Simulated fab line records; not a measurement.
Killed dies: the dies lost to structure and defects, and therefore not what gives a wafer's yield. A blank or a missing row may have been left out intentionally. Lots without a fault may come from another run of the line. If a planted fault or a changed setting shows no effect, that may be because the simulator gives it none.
Which tool was responsible? | flow n5_finfet | 11 lots, 33 wafers sampled, at 3 steps of a route of 1938

== WHAT EACH GAUGE READ, for each wafer ==
N5_BEOL_M14_OVL_MEAS_11.
lot  | measured     | on         | V13_OVL (nm)
L205 | day 11 02:32 | overlay-02 | 2 11 7
L206 | day 11 10:49 | overlay-02 | 5 1 6
L207 | day 11 19:20 | overlay-01 | -1 1 9
L209 | day 12 20:22 | overlay-01 | -10 -6 -5
L215 | day 14 03:18 | overlay-02 | 5 15 14
L216 | day 14 09:54 | overlay-02 | 2 1 0
L222 | day 15 20:37 | overlay-02 | -1 -4 2
L226 | day 16 21:30 | overlay-01 | 22 5 8
L225 | day 16 23:44 | overlay-01 | -6 -7 -8
L227 | day 17 09:45 | overlay-02 | 3 7 7
L228 | day 17 12:33 | overlay-01 | 6 16 10

N5_BEOL_M14_OCD_MEAS_35.
lot  | measured     | on     | trench_depth_nm (nm)
L205 | day 11 04:39 | ocd-01 | 564 566 570
L206 | day 11 12:23 | ocd-02 | 570 540 541
L207 | day 11 21:06 | ocd-02 | 536 537 567
L209 | day 12 22:07 | ocd-01 | 573 539 537
L215 | day 14 04:56 | ocd-01 | 582 556 557
L216 | day 14 11:43 | ocd-02 | 532 581 558
L222 | day 15 22:29 | ocd-01 | 561 552 537
L226 | day 16 23:01 | ocd-02 | 552 542 542
L225 | day 17 01:36 | ocd-01 | 536 549 533
L227 | day 17 11:34 | ocd-01 | 551 558 545
L228 | day 17 14:17 | ocd-01 | 536 535 538

== WHICH TOOL RAN EACH LOT (tool, then ch and the chambers of the sampled wafers, then the start) ==
lot  | N5_BEOL_M14_ETCH_67
L205 | rie_diel-03 ch 0,3, day 11 04:04
L206 | rie_diel-02 ch 0,1,3, day 11 11:48
L207 | rie_diel-02 ch 0,3, day 11 20:31
L209 | rie_diel-02 ch 0,3, day 12 21:32
L215 | rie_diel-04 ch 0,1,3, day 14 04:22
L216 | rie_diel-04 ch 0,1,2, day 14 11:09
L222 | rie_diel-02 ch 0,2,3, day 15 21:55
L226 | rie_diel-04 ch 0,2,3, day 16 22:27
L225 | rie_diel-02 ch 1,2, day 17 01:01
L227 | rie_diel-04 ch 0,2,3, day 17 10:59
L228 | rie_diel-02 ch 0,1, day 17 13:43
- N5_BEOL_M14_ETCH_67: etches SiARC in CF4, target depth 143 nm, time 238.3 s.

== AS READ BY THE TOOLS THEMSELVES (means over the sampled wafers that have a number; for cases with no such wafer, the mark the record gives instead) ==
N5_BEOL_M14_ETCH_67.
lot  | tool        | drypump_motor_current_A (A) | etch_rf_on_time_s (s) | oes_product_au (a.u.) | rf_vpp_V (V) | showerhead_plenum_p_Torr (Torr) | throttle_valve_pct (%)
L205 | rie_diel-03 | 5.7                         | 236                   | 0.73                  | 185.4        | 2.22                            | 15.47
L206 | rie_diel-02 | 5.7                         | 240                   | 0.60                  | 182.6        | 2.12                            | 15.63
L207 | rie_diel-02 | 5.4                         | 238                   | 0.59                  | 183.0        | 2.06                            | 15.60
L209 | rie_diel-02 | 5.4                         | 238                   | 0.59                  | 183.1        | 2.06                            | 15.63
L215 | rie_diel-04 | 6.5                         | 338                   | 0.67                  | 184.3        | 2.17                            | 15.52
L216 | rie_diel-04 | 6.2                         | 285                   | 0.72                  | 184.2        | 2.20                            | 15.40
L222 | rie_diel-02 | 5.4                         | 240                   | 0.70                  | 184.9        | 2.19                            | 15.47
L226 | rie_diel-04 | 6.2                         | 243                   | 0.71                  | 185.2        | 2.22                            | 15.59
L225 | rie_diel-02 | 5.9                         | 244                   | 0.75                  | 184.3        | 2.18                            | 15.36
L227 | rie_diel-04 | 6.2                         | 242                   | 0.69                  | 185.3        | 2.22                            | 15.61
L228 | rie_diel-02 | 5.9                         | 246                   | 0.73                  | 184.7        | 2.21                            | 15.24

== THE ANSWER, worked out from the rows above alone ==
Rule: usual is defined by the lots themselves. The widest of any qualifying gaps counts: lots, ordered by their means at a reading, are off when they make up no more than a third of the lots, leave a main group of 4 or more, and stand apart from it by 3 or more times the standard deviation of that group's means. Not used: any main group whose means are identical at the precision the tables above print for the reading. Also off: a lot with no number at a reading for which 4 or more lots have one. Any other lot the step has rows for is counted as sound. First the gauges in route order, then the tools' own readings, where a lot's mean is used as printed above. The first step at which some lot is off is used, and at that step the reading that is off furthest; a lot without a number counts as furthest.
Off: L215, L216 (N5_BEOL_M14_ETCH_67, etch_rf_on_time_s). For the main group the mean is 241 s and the standard deviation 3.
If a tool, at that step or one of the process steps before it, ran each lot that is off and ran no sound lot following the first of them, it fits. No candidate that was tried fits.

== WHAT THE SIMULATOR PUT IN ==
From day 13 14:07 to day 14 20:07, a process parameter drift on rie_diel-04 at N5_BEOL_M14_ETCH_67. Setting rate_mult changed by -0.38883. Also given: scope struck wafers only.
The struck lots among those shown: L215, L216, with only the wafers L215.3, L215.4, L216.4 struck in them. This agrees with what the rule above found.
